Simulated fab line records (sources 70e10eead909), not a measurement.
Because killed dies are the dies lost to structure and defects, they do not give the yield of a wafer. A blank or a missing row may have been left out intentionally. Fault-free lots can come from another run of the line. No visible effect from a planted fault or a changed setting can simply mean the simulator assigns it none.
Chamber matching | flow nand harc | NHARC_A_STAIRCASE_TRIM_20 on rie diel-12 has 4 sister chambers
The step chemistry O2, time 211.2 s. 4 wafers are shown with their chamber, then 7 later ones without.

## WAFERS WITH THEIR CHAMBER
wafer  | chamber | showerhead plenum p Torr (Torr)
L080.1 | 3       | 3.46
L085.5 | 0       | 3.65
L089.1 | 2       | 3.35
L089.5 | 1       | 3.77

## WAFERS WITHOUT THEIR CHAMBER
wafer  | showerhead plenum p Torr (Torr)
L089.6 | 3.34
L094.1 | 3.76
L094.2 | 3.34
L094.3 | 3.63
L097.1 | 3.43
L097.3 | 3.63
L097.4 | 3.75

## WHICH CHAMBER EACH ONE RAN IN
wafer  | from the rows above | in truth
L089.6 | 2                   | 2
L094.1 | 1                   | 1
L094.2 | 2                   | 2
L094.3 | 0                   | 0
L097.1 | 3                   | 3
L097.3 | 0                   | 0
L097.4 | 1                   | 1
7 of 7 placed correctly. Left unplaced by these rows: 0. Placed wrongly: 0.
How it was worked out, from the rows above alone: a wafer's distance from a chamber is the root of the sum, over the readings, of the square of ((its reading less the chamber's mean) divided by the reading's scatter). If the next closest chamber is less than 2 further off than the closest, the wafer can't be placed; otherwise it belongs to the closest. For every chamber, the mean is computed from those of its wafers that are shown. The scatter: with one shown wafer a chamber, the root of the mean of the squares of how far each hidden wafer lies from its nearest shown one.
